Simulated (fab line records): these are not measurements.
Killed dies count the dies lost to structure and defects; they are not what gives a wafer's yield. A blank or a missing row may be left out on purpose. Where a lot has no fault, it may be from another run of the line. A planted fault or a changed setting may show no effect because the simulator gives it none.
fab line records :: flow n5_finfet
[record]
  lots = 7
  wafers = 39
route steps=1938 shown DUMMY_GATE@228
start_h: the number of hours between the record's first day and the start of the first shown wafer of the lot :: wait_h: hours from the lot's prior step to this one :: " unchanged from the row above :: L1.1+2: a row that stands for several wafers :: - no value, or no start given :: * or withheld: withheld :: < > ~ a bound
route shown NAME@n: a module of which the file shows steps, and the number in the route of the first :: usual: average and standard deviation across the fault-free wafers :: same: alike in all rows :: chamber/n: place in a boat :: sites: the reading at each site :: _std_site: their standard deviation :: _edge_site: outer sites' mean less inner sites' :: radius_mm: for every site, how far away it sits from the centre of the wafer :: mask NAME#n: copy n :: behind: the most recent tool/chamber to have shaped the wafer :: hold: why the lot went on hold/how many hours it stayed there/how the hold came to an end :: device: whichever transistor did not switch (one of n, p or np) :: end of line: tests of these same wafers at the route's end :: a step with no rows: only its recipe :: killed: dies that structure and defects cost at the first sort, which is not the same as the wafer's yield :: map: shows each die of a wafer: x if killed, . if not, _ if none is there
set.NAME: the run value of the setting; set.NAME@STEP: its run value at that earlier step :: model.NAME: the simulator's own value behind a step, which no gauge read
lots run with intentionally changed settings; tables by step, rows by wafer
[[steps]]
[step N5_DUMMY_GATE_EXPOSE_12]
[recipe]
  mask_id = GATE
  na = 0.33
  source_shape = annular
  sigma_inner = 0.2
  sigma_outer = 0.6
  polarization = unpolarized
  target_cd_nm = 25
  dose_mj = 34
lot.wafer: L074.1+2+4
tool: euv_scanner-01
chamber: 0
start_h: 48.01
wait_h: -
mask: GATE#0
set.dose_mj: 34

lot.wafer: L074.3+5+6
tool: euv_scanner-01
chamber: 0
start_h: 48.01
wait_h: -
mask: GATE#0
set.dose_mj: 35.75

lot.wafer: L076.1+3+5
tool: euv_scanner-01
chamber: 0
start_h: 65.36
wait_h: -
mask: GATE#0
set.dose_mj: 34

lot.wafer: L076.2+4+6
tool: euv_scanner-01
chamber: 0
start_h: 65.36
wait_h: -
mask: GATE#0
set.dose_mj: 36.34

lot.wafer: L090.1+3+5
tool: euv_scanner-01
chamber: 0
start_h: 142.12
wait_h: -
mask: GATE#0
set.dose_mj: 34

lot.wafer: L090.2+4+6
tool: euv_scanner-01
chamber: 0
start_h: 142.12
wait_h: -
mask: GATE#0
set.dose_mj: 33.18

lot.wafer: L091.1+5+6
tool: euv_scanner-01
chamber: 0
start_h: 153.14
wait_h: -
mask: GATE#0
set.dose_mj: 34

lot.wafer: L094.1+2+3+4+5+6
tool: euv_scanner-01
chamber: 0
start_h: 168.29
wait_h: -
mask: GATE#0
set.dose_mj: 34

lot.wafer: L095.1+2+3
tool: euv_scanner-01
chamber: 0
start_h: 173.13
wait_h: -
mask: GATE#0
set.dose_mj: 34

lot.wafer: L095.4+5+6
tool: euv_scanner-01
chamber: 0
start_h: 173.13
wait_h: -
mask: GATE#0
set.dose_mj: 35.78

lot.wafer: L097.1+2+3+4+5+6
tool: euv_scanner-02
chamber: 0
start_h: 186.64
wait_h: -
mask: GATE#0
set.dose_mj: 34
[step N5_DUMMY_GATE_PEB_13]
[recipe]
  peb_temp_c = 100
  peb_time_s = 60
  resist = CAR-EUV
[step N5_DUMMY_GATE_DEVELOP_14]
[recipe]
  develop_time_s = 30
  developer = TMAH
  resist = CAR-EUV
  rinse_liquid = surfactant_rinse
  dry = air_spin
  dev_temp_c = 23
[step N5_DUMMY_GATE_CD_MEAS_15]
[recipe]
  target_cd_nm = 25.8
  landing_energy_ev = 500
  detector = se_inlens
[usual]
  cd_nm = 24.91/0.25
lot.wafer: L074.1
tool: cd_sem-03
chamber: 0
start_h: 48.13
wait_h: -
set.dose_mj@DUMMY_GATE_EXPOSE_12: 34
cd_nm: 25.13

lot.wafer: L074.2
tool: cd_sem-03
chamber: 0
start_h: 48.13
wait_h: -
set.dose_mj@DUMMY_GATE_EXPOSE_12: 34
cd_nm: 24.86

lot.wafer: L074.3
tool: cd_sem-03
chamber: 0
start_h: 48.13
wait_h: -
set.dose_mj@DUMMY_GATE_EXPOSE_12: 35.75
cd_nm: 24.13

lot.wafer: L074.4
tool: cd_sem-03
chamber: 0
start_h: 48.13
wait_h: -
set.dose_mj@DUMMY_GATE_EXPOSE_12: 34
cd_nm: 24.95

lot.wafer: L074.5
tool: cd_sem-03
chamber: 0
start_h: 48.13
wait_h: -
set.dose_mj@DUMMY_GATE_EXPOSE_12: 35.75
cd_nm: 23.81

lot.wafer: L074.6
tool: cd_sem-03
chamber: 0
start_h: 48.13
wait_h: -
set.dose_mj@DUMMY_GATE_EXPOSE_12: 35.75
cd_nm: 24.10

lot.wafer: L076.1
tool: cd_sem-01
chamber: 0
start_h: 65.49
wait_h: -
set.dose_mj@DUMMY_GATE_EXPOSE_12: 34
cd_nm: 24.71

lot.wafer: L076.2
tool: cd_sem-01
chamber: 0
start_h: 65.49
wait_h: -
set.dose_mj@DUMMY_GATE_EXPOSE_12: 36.34
cd_nm: 23.50

lot.wafer: L076.3
tool: cd_sem-01
chamber: 0
start_h: 65.49
wait_h: -
set.dose_mj@DUMMY_GATE_EXPOSE_12: 34
cd_nm: 24.46

lot.wafer: L076.4
tool: cd_sem-01
chamber: 0
start_h: 65.49
wait_h: -
set.dose_mj@DUMMY_GATE_EXPOSE_12: 36.34
cd_nm: 23.35

lot.wafer: L076.5
tool: cd_sem-01
chamber: 0
start_h: 65.49
wait_h: -
set.dose_mj@DUMMY_GATE_EXPOSE_12: 34
cd_nm: 24.74

lot.wafer: L076.6
tool: cd_sem-01
chamber: 0
start_h: 65.49
wait_h: -
set.dose_mj@DUMMY_GATE_EXPOSE_12: 36.34
cd_nm: 24.01

lot.wafer: L090.1
tool: cd_sem-01
chamber: 0
start_h: 142.25
wait_h: -
set.dose_mj@DUMMY_GATE_EXPOSE_12: 34
cd_nm: 24.85

lot.wafer: L090.2
tool: cd_sem-01
chamber: 0
start_h: 142.25
wait_h: -
set.dose_mj@DUMMY_GATE_EXPOSE_12: 33.18
cd_nm: 25.09

lot.wafer: L090.3
tool: cd_sem-01
chamber: 0
start_h: 142.25
wait_h: -
set.dose_mj@DUMMY_GATE_EXPOSE_12: 34
cd_nm: 24.56

lot.wafer: L090.4
tool: cd_sem-01
chamber: 0
start_h: 142.25
wait_h: -
set.dose_mj@DUMMY_GATE_EXPOSE_12: 33.18
cd_nm: 25.48

lot.wafer: L090.5
tool: cd_sem-01
chamber: 0
start_h: 142.25
wait_h: -
set.dose_mj@DUMMY_GATE_EXPOSE_12: 34
cd_nm: 25.02

lot.wafer: L090.6
tool: cd_sem-01
chamber: 0
start_h: 142.25
wait_h: -
set.dose_mj@DUMMY_GATE_EXPOSE_12: 33.18
cd_nm: 25.29

lot.wafer: L091.1
tool: cd_sem-03
chamber: 0
start_h: 153.27
wait_h: -
set.dose_mj@DUMMY_GATE_EXPOSE_12: 34
cd_nm: 24.56

lot.wafer: L091.5
tool: cd_sem-03
chamber: 0
start_h: 153.27
wait_h: -
set.dose_mj@DUMMY_GATE_EXPOSE_12: 34
cd_nm: 24.92

lot.wafer: L091.6
tool: cd_sem-03
chamber: 0
start_h: 153.27
wait_h: -
set.dose_mj@DUMMY_GATE_EXPOSE_12: 34
cd_nm: 25.24

lot.wafer: L094.1
tool: cd_sem-01
chamber: 0
start_h: 168.42
wait_h: -
set.dose_mj@DUMMY_GATE_EXPOSE_12: 34
cd_nm: 25.12

lot.wafer: L094.2
tool: cd_sem-01
chamber: 0
start_h: 168.42
wait_h: -
set.dose_mj@DUMMY_GATE_EXPOSE_12: 34
cd_nm: 25.14

lot.wafer: L094.3
tool: cd_sem-01
chamber: 0
start_h: 168.42
wait_h: -
set.dose_mj@DUMMY_GATE_EXPOSE_12: 34
cd_nm: 25.09

lot.wafer: L094.4
tool: cd_sem-01
chamber: 0
start_h: 168.42
wait_h: -
set.dose_mj@DUMMY_GATE_EXPOSE_12: 34
cd_nm: 25.29

lot.wafer: L094.5
tool: cd_sem-01
chamber: 0
start_h: 168.42
wait_h: -
set.dose_mj@DUMMY_GATE_EXPOSE_12: 34
cd_nm: 25.26

lot.wafer: L094.6
tool: cd_sem-01
chamber: 0
start_h: 168.42
wait_h: -
set.dose_mj@DUMMY_GATE_EXPOSE_12: 34
cd_nm: 25.10

lot.wafer: L095.1
tool: cd_sem-03
chamber: 0
start_h: 173.26
wait_h: -
set.dose_mj@DUMMY_GATE_EXPOSE_12: 34
cd_nm: 24.79

lot.wafer: L095.2
tool: cd_sem-03
chamber: 0
start_h: 173.26
wait_h: -
set.dose_mj@DUMMY_GATE_EXPOSE_12: 34
cd_nm: 25.12

lot.wafer: L095.3
tool: cd_sem-03
chamber: 0
start_h: 173.26
wait_h: -
set.dose_mj@DUMMY_GATE_EXPOSE_12: 34
cd_nm: 25.10

lot.wafer: L095.4
tool: cd_sem-03
chamber: 0
start_h: 173.26
wait_h: -
set.dose_mj@DUMMY_GATE_EXPOSE_12: 35.78
cd_nm: 24.37

lot.wafer: L095.5
tool: cd_sem-03
chamber: 0
start_h: 173.26
wait_h: -
set.dose_mj@DUMMY_GATE_EXPOSE_12: 35.78
cd_nm: 23.62

lot.wafer: L095.6
tool: cd_sem-03
chamber: 0
start_h: 173.26
wait_h: -
set.dose_mj@DUMMY_GATE_EXPOSE_12: 35.78
cd_nm: 23.94

lot.wafer: L097.1
tool: cd_sem-02
chamber: 0
start_h: 186.77
wait_h: -
set.dose_mj@DUMMY_GATE_EXPOSE_12: 34
cd_nm: 25.02

lot.wafer: L097.2
tool: cd_sem-02
chamber: 0
start_h: 186.77
wait_h: -
set.dose_mj@DUMMY_GATE_EXPOSE_12: 34
cd_nm: 24.98

lot.wafer: L097.3
tool: cd_sem-02
chamber: 0
start_h: 186.77
wait_h: -
set.dose_mj@DUMMY_GATE_EXPOSE_12: 34
cd_nm: 24.97

lot.wafer: L097.4
tool: cd_sem-02
chamber: 0
start_h: 186.77
wait_h: -
set.dose_mj@DUMMY_GATE_EXPOSE_12: 34
cd_nm: 25.13

lot.wafer: L097.5
tool: cd_sem-02
chamber: 0
start_h: 186.77
wait_h: -
set.dose_mj@DUMMY_GATE_EXPOSE_12: 34
cd_nm: 24.97

lot.wafer: L097.6
tool: cd_sem-02
chamber: 0
start_h: 186.77
wait_h: -
set.dose_mj@DUMMY_GATE_EXPOSE_12: 34
cd_nm: 24.72
[step N5_DUMMY_GATE_ETCH_37]
[recipe]
  chemistry = N2/H2
  target = SOC
  target_depth_a = 600
  overetch_a = 300
  temp_c = 40
  ion_energy_ev = 200
  pressure_mtorr = 30
  source_w = 840
  bias_w = 150
  n2_flow_sccm = 200
  h2_flow_sccm = 200
[usual]
  rf_vpp_V = 524.5/2.5
lot.wafer: L074.1
tool: rie_diel-04
chamber: 3
start_h: 48.41
wait_h: 0.0
set.source_w: 988.7
rf_vpp_V: 498.6

lot.wafer: L074.2
tool: rie_diel-04
chamber: 0
start_h: 48.41
wait_h: 0.0
set.source_w: 840
rf_vpp_V: 521.6

lot.wafer: L074.3
tool: rie_diel-04
chamber: 1
start_h: 48.41
wait_h: 0.0
set.source_w: 988.7
rf_vpp_V: 494.5

lot.wafer: L074.4
tool: rie_diel-04
chamber: 2
start_h: 48.41
wait_h: 0.0
set.source_w: 840
rf_vpp_V: 525.3

lot.wafer: L074.5
tool: rie_diel-04
chamber: 2
start_h: 48.41
wait_h: 0.0
set.source_w: 840
rf_vpp_V: 524.6

lot.wafer: L074.6
tool: rie_diel-04
chamber: 1
start_h: 48.41
wait_h: 0.0
set.source_w: 988.7
rf_vpp_V: 492.9

lot.wafer: L076.1
tool: rie_diel-02
chamber: 2
start_h: 65.76
wait_h: 0.0
set.source_w: 720.9
rf_vpp_V: 550.1

lot.wafer: L076.2
tool: rie_diel-02
chamber: 1
start_h: 65.76
wait_h: 0.0
set.source_w: 720.9
rf_vpp_V: 553.2

lot.wafer: L076.3
tool: rie_diel-02
chamber: 0
start_h: 65.76
wait_h: 0.0
set.source_w: 720.9
rf_vpp_V: 551.6

lot.wafer: L076.4
tool: rie_diel-02
chamber: 2
start_h: 65.76
wait_h: 0.0
set.source_w: 840
rf_vpp_V: 523.4

lot.wafer: L076.5
tool: rie_diel-02
chamber: 1
start_h: 65.76
wait_h: 0.0
set.source_w: 840
rf_vpp_V: 526.0

lot.wafer: L076.6
tool: rie_diel-02
chamber: 0
start_h: 65.76
wait_h: 0.0
set.source_w: 840
rf_vpp_V: 525.1

lot.wafer: L090.1
tool: rie_diel-02
chamber: 3
start_h: 142.60
wait_h: 0.0
set.source_w: 840
rf_vpp_V: 527.5

lot.wafer: L090.2
tool: rie_diel-02
chamber: 0
start_h: 142.60
wait_h: 0.0
set.source_w: 883.9
rf_vpp_V: 513.7

lot.wafer: L090.3
tool: rie_diel-02
chamber: 1
start_h: 142.60
wait_h: 0.0
set.source_w: 840
rf_vpp_V: 527.5

lot.wafer: L090.4
tool: rie_diel-02
chamber: 2
start_h: 142.60
wait_h: 0.0
set.source_w: 883.9
rf_vpp_V: 513.8

lot.wafer: L090.5
tool: rie_diel-02
chamber: 3
start_h: 142.60
wait_h: 0.0
set.source_w: 883.9
rf_vpp_V: 520.2

lot.wafer: L090.6
tool: rie_diel-02
chamber: 2
start_h: 142.60
wait_h: 0.0
set.source_w: 840
rf_vpp_V: 523.1

lot.wafer: L091.1
tool: rie_diel-02
chamber: 1
start_h: 153.55
wait_h: 0.0
set.source_w: 840
rf_vpp_V: 525.9

lot.wafer: L091.5
tool: rie_diel-02
chamber: 3
start_h: 153.55
wait_h: 0.0
set.source_w: 840
rf_vpp_V: 530.3

lot.wafer: L091.6
tool: rie_diel-02
chamber: 0
start_h: 153.55
wait_h: 0.0
set.source_w: 840
rf_vpp_V: 524.7

lot.wafer: L094.1
tool: rie_diel-05
chamber: 2
start_h: 168.72
wait_h: 0.0
set.source_w: 840
rf_vpp_V: 521.7

lot.wafer: L094.2
tool: rie_diel-05
chamber: 0
start_h: 168.72
wait_h: 0.0
set.source_w: 840
rf_vpp_V: 525.6

lot.wafer: L094.3
tool: rie_diel-05
chamber: 3
start_h: 168.72
wait_h: 0.0
set.source_w: 840
rf_vpp_V: 523.4

lot.wafer: L094.4
tool: rie_diel-05
chamber: 3
start_h: 168.72
wait_h: 0.0
set.source_w: 840
rf_vpp_V: 522.9

lot.wafer: L094.5
tool: rie_diel-05
chamber: 2
start_h: 168.72
wait_h: 0.0
set.source_w: 840
rf_vpp_V: 521.3

lot.wafer: L094.6
tool: rie_diel-05
chamber: 0
start_h: 168.72
wait_h: 0.0
set.source_w: 840
rf_vpp_V: 525.6

lot.wafer: L095.1
tool: rie_diel-02
chamber: 3
start_h: 173.54
wait_h: 0.0
set.source_w: 840
rf_vpp_V: 529.4

lot.wafer: L095.2
tool: rie_diel-02
chamber: 2
start_h: 173.54
wait_h: 0.0
set.source_w: 840
rf_vpp_V: 523.2

lot.wafer: L095.3
tool: rie_diel-02
chamber: 0
start_h: 173.54
wait_h: 0.0
set.source_w: 890
rf_vpp_V: 513.4

lot.wafer: L095.4
tool: rie_diel-02
chamber: 1
start_h: 173.54
wait_h: 0.0
set.source_w: 840
rf_vpp_V: 524.9

lot.wafer: L095.5
tool: rie_diel-02
chamber: 1
start_h: 173.54
wait_h: 0.0
set.source_w: 890
rf_vpp_V: 518.1

lot.wafer: L095.6
tool: rie_diel-02
chamber: 0
start_h: 173.54
wait_h: 0.0
set.source_w: 890
rf_vpp_V: 513.9

lot.wafer: L097.1
tool: rie_diel-04
chamber: 3
start_h: 187.05
wait_h: 0.0
set.source_w: 840
rf_vpp_V: 523.5

lot.wafer: L097.2
tool: rie_diel-04
chamber: 0
start_h: 187.05
wait_h: 0.0
set.source_w: 986.1
rf_vpp_V: 500.7

lot.wafer: L097.3
tool: rie_diel-04
chamber: 2
start_h: 187.05
wait_h: 0.0
set.source_w: 840
rf_vpp_V: 524.8

lot.wafer: L097.4
tool: rie_diel-04
chamber: 1
start_h: 187.05
wait_h: 0.0
set.source_w: 840
rf_vpp_V: 520.7

lot.wafer: L097.5
tool: rie_diel-04
chamber: 2
start_h: 187.05
wait_h: 0.0
set.source_w: 986.1
rf_vpp_V: 498.3

lot.wafer: L097.6
tool: rie_diel-04
chamber: 1
start_h: 187.05
wait_h: 0.0
set.source_w: 986.1
rf_vpp_V: 491.7
[step N5_DUMMY_GATE_ETCH_42]
[recipe]
  chemistry = CHF3/O2
  target = SiO2
  target_depth_a = 35
  time_s = 31
  ion_energy_ev = 30
  bias_w = 12
  pressure_mtorr = 30
  source_w = 600
  Ar_flow_sccm = 200
  CHF3_flow_sccm = 50
  O2_flow_sccm = 5
[usual]
  rf_vpp_V = 42.4/1.1
lot.wafer: L074.1
tool: rie_diel-05
chamber: 1
start_h: 49.23
wait_h: 0.1
set.bias_w: 14.08
rf_vpp_V: 46.0

lot.wafer: L074.2
tool: rie_diel-05
chamber: 2
start_h: 49.23
wait_h: 0.1
set.bias_w: 12
rf_vpp_V: 42.0

lot.wafer: L074.3
tool: rie_diel-05
chamber: 3
start_h: 49.23
wait_h: 0.1
set.bias_w: 12
rf_vpp_V: 42.2

lot.wafer: L074.4
tool: rie_diel-05
chamber: 0
start_h: 49.23
wait_h: 0.1
set.bias_w: 14.08
rf_vpp_V: 50.3

lot.wafer: L074.5
tool: rie_diel-05
chamber: 3
start_h: 49.23
wait_h: 0.1
set.bias_w: 14.08
rf_vpp_V: 46.9

lot.wafer: L074.6
tool: rie_diel-05
chamber: 0
start_h: 49.23
wait_h: 0.1
set.bias_w: 12
rf_vpp_V: 43.0

lot.wafer: L076.1
tool: rie_diel-04
chamber: 1
start_h: 66.54
wait_h: 0.0
set.bias_w: 12
rf_vpp_V: 43.4

lot.wafer: L076.2
tool: rie_diel-04
chamber: 2
start_h: 66.54
wait_h: 0.0
set.bias_w: 12
rf_vpp_V: 40.2

lot.wafer: L076.3
tool: rie_diel-04
chamber: 3
start_h: 66.54
wait_h: 0.0
set.bias_w: 13.67
rf_vpp_V: 46.1

lot.wafer: L076.4
tool: rie_diel-04
chamber: 2
start_h: 66.54
wait_h: 0.0
set.bias_w: 12
rf_vpp_V: 41.5

lot.wafer: L076.5
tool: rie_diel-04
chamber: 1
start_h: 66.54
wait_h: 0.0
set.bias_w: 13.67
rf_vpp_V: 47.4

lot.wafer: L076.6
tool: rie_diel-04
chamber: 3
start_h: 66.54
wait_h: 0.0
set.bias_w: 13.67
rf_vpp_V: 47.1

lot.wafer: L090.1
tool: rie_diel-04
chamber: 2
start_h: 143.62
wait_h: 0.3
set.bias_w: 10.76
rf_vpp_V: 38.7

lot.wafer: L090.2
tool: rie_diel-04
chamber: 3
start_h: 143.62
wait_h: 0.3
set.bias_w: 10.76
rf_vpp_V: 39.2

lot.wafer: L090.3
tool: rie_diel-04
chamber: 1
start_h: 143.62
wait_h: 0.3
set.bias_w: 10.76
rf_vpp_V: 39.1

lot.wafer: L090.4
tool: rie_diel-04
chamber: 0
start_h: 143.62
wait_h: 0.3
set.bias_w: 12
rf_vpp_V: 45.6

lot.wafer: L090.5
tool: rie_diel-04
chamber: 3
start_h: 143.62
wait_h: 0.3
set.bias_w: 12
rf_vpp_V: 42.5

lot.wafer: L090.6
tool: rie_diel-04
chamber: 2
start_h: 143.62
wait_h: 0.3
set.bias_w: 12
rf_vpp_V: 42.7

lot.wafer: L091.1
tool: rie_diel-05
chamber: 0
start_h: 154.42
wait_h: 0.0
set.bias_w: 12
rf_vpp_V: 42.3

lot.wafer: L091.5
tool: rie_diel-05
chamber: 3
start_h: 154.42
wait_h: 0.0
set.bias_w: 12
rf_vpp_V: 41.0

lot.wafer: L091.6
tool: rie_diel-05
chamber: 2
start_h: 154.42
wait_h: 0.0
set.bias_w: 12
rf_vpp_V: 42.5

lot.wafer: L094.1
tool: rie_diel-05
chamber: 3
start_h: 169.52
wait_h: 0.1
set.bias_w: 9.718
rf_vpp_V: 35.2

lot.wafer: L094.2
tool: rie_diel-05
chamber: 0
start_h: 169.52
wait_h: 0.1
set.bias_w: 9.718
rf_vpp_V: 37.4

lot.wafer: L094.3
tool: rie_diel-05
chamber: 2
start_h: 169.52
wait_h: 0.1
set.bias_w: 12
rf_vpp_V: 41.9

lot.wafer: L094.4
tool: rie_diel-05
chamber: 3
start_h: 169.52
wait_h: 0.1
set.bias_w: 9.718
rf_vpp_V: 36.1

lot.wafer: L094.5
tool: rie_diel-05
chamber: 0
start_h: 169.52
wait_h: 0.1
set.bias_w: 12
rf_vpp_V: 41.9

lot.wafer: L094.6
tool: rie_diel-05
chamber: 2
start_h: 169.52
wait_h: 0.1
set.bias_w: 12
rf_vpp_V: 41.9

lot.wafer: L095.1
tool: rie_diel-02
chamber: 3
start_h: 174.31
wait_h: 0.0
set.bias_w: 10.98
rf_vpp_V: 40.0

lot.wafer: L095.2
tool: rie_diel-02
chamber: 1
start_h: 174.31
wait_h: 0.0
set.bias_w: 12
rf_vpp_V: 41.1

lot.wafer: L095.3
tool: rie_diel-02
chamber: 2
start_h: 174.31
wait_h: 0.0
set.bias_w: 12
rf_vpp_V: 42.8

lot.wafer: L095.4
tool: rie_diel-02
chamber: 0
start_h: 174.31
wait_h: 0.0
set.bias_w: 10.98
rf_vpp_V: 39.6

lot.wafer: L095.5
tool: rie_diel-02
chamber: 0
start_h: 174.31
wait_h: 0.0
set.bias_w: 12
rf_vpp_V: 42.9

lot.wafer: L095.6
tool: rie_diel-02
chamber: 3
start_h: 174.31
wait_h: 0.0
set.bias_w: 10.98
rf_vpp_V: 39.8

lot.wafer: L097.1
tool: rie_diel-02
chamber: 2
start_h: 187.82
wait_h: 0.0
set.bias_w: 12
rf_vpp_V: 42.3

lot.wafer: L097.2
tool: rie_diel-02
chamber: 0
start_h: 187.82
wait_h: 0.0
set.bias_w: 12
rf_vpp_V: 43.7

lot.wafer: L097.3
tool: rie_diel-02
chamber: 3
start_h: 187.82
wait_h: 0.0
set.bias_w: 12
rf_vpp_V: 43.1

lot.wafer: L097.4
tool: rie_diel-02
chamber: 1
start_h: 187.82
wait_h: 0.0
set.bias_w: 12
rf_vpp_V: 42.7

lot.wafer: L097.5
tool: rie_diel-02
chamber: 1
start_h: 187.82
wait_h: 0.0
set.bias_w: 12
rf_vpp_V: 42.7

lot.wafer: L097.6
tool: rie_diel-02
chamber: 2
start_h: 187.82
wait_h: 0.0
set.bias_w: 12
rf_vpp_V: 43.3
[[key]]
[split]
  step = N5_DUMMY_GATE_EXPOSE_12
  setting = dose_mj
  stated = 34
  by = wafer
[response]
  step = N5_DUMMY_GATE_CD_MEAS_15
  reading = cd_nm
  change = -0.173
  per = 1%
  r = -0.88
[split]
  step = N5_DUMMY_GATE_ETCH_37
  setting = source_w
  stated = 840
  by = wafer
[response]
  step = N5_DUMMY_GATE_ETCH_37
  reading = rf_vpp_V
  change = -1.65
  per = 1%
  r = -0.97
[split]
  step = N5_DUMMY_GATE_ETCH_42
  setting = bias_w
  stated = 12
  by = wafer
[response]
  step = N5_DUMMY_GATE_ETCH_42
  reading = rf_vpp_V
  change = +0.329
  per = 1%
  r = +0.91
